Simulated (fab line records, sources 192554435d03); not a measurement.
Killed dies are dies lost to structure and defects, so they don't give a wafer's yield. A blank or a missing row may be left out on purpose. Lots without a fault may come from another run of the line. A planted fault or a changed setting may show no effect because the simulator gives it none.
Chamber matching | flow n5_finfet | N5_BEOL_M12_ETCH_67 on rie_diel-05: 4 sister chambers
The step etches SiARC in CF4, target depth 143 nm, time 238.3 s. 4 wafers are shown with their chamber, then 7 later ones without.

WAFERS WITH THEIR CHAMBER
wafer  | chamber | drypump_motor_current_A (A)
L087.1 | 2       | 5.8
L090.5 | 1       | 5.2
L094.1 | 0       | 6.4
L094.4 | 3       | 5.3

WAFERS WITHOUT THEIR CHAMBER
wafer  | drypump_motor_current_A (A)
L094.6 | 6.4
L097.3 | 6.4
L097.4 | 5.1
L097.6 | 6.4
L096.3 | 6.4
L096.4 | 5.8
L096.5 | 5.1

WHICH CHAMBER EACH WENT THROUGH
wafer  | from the rows above     | in truth
L094.6 | 0                       | 0
L097.3 | 0                       | 0
L097.4 | can't be placed: 1 or 3 | 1
L097.6 | 0                       | 0
L096.3 | 0                       | 0
L096.4 | 2                       | 2
L096.5 | can't be placed: 1 or 3 | 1
Placed correctly: 5 of 7. Can't be placed from these rows: 2 (the true chamber is among the candidates in 2). Placed wrongly: 0.
How it was worked out, from the rows above alone: a wafer's distance from a chamber is the root of the sum, over the readings, of the square of ((its reading less the chamber's mean) divided by the reading's scatter). The wafer belongs to the nearest chamber; if the next one is less than 2 further off, it can't be placed. A chamber's mean is the mean of its shown wafers. The scatter: with one shown wafer a chamber, the root of the mean of the squares of how far each hidden wafer lies from its nearest shown one.
